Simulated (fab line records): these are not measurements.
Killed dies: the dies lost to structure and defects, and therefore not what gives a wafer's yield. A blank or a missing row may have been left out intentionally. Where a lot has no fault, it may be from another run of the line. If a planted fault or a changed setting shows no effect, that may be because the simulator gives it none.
Chamber matching | flow n5_finfet | rie_diel-03 running N5_FIN_CUT_DESCUM_13: 4 sister chambers
The step chemistry O2, time 7 s. 4 wafers are shown with their chamber, then 6 later ones without.

## WAFERS, EACH WITH ITS CHAMBER
wafer  | chamber | drypump_motor_current_A (A)
L082.4 | 0       | 5.9
L090.5 | 3       | 4.8
L091.3 | 2       | 6.0
L091.4 | 1       | 5.4

## WAFERS WITH NO CHAMBER GIVEN
wafer  | drypump_motor_current_A (A)
L091.6 | 6.0
L095.1 | 5.3
L095.2 | 4.8
L097.1 | 5.3
L097.3 | 4.8
L097.4 | 4.8

## CHAMBER TAKEN BY EACH
wafer  | from the rows above     | in truth
L091.6 | can't be placed: 2 or 0 | 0
L095.1 | 1                       | 1
L095.2 | 3                       | 3
L097.1 | 1                       | 1
L097.3 | 3                       | 3
L097.4 | 3                       | 3
Correct placement for 5 of the 6. From these rows, 1 cannot be placed; in 1 the true chamber is one of the candidates. Wrongly placed: 0.
How it was worked out, from the rows above alone: a wafer's distance from a chamber is the root of the sum, over the readings, of the square of ((its reading less the chamber's mean) divided by the reading's scatter). If the next closest chamber is less than 2 further off than the closest, the wafer can't be placed; otherwise it belongs to the closest. The mean given for a chamber averages the wafers shown for that chamber. The scatter: with one shown wafer a chamber, the root of the mean of the squares of how far each hidden wafer lies from its nearest shown one.
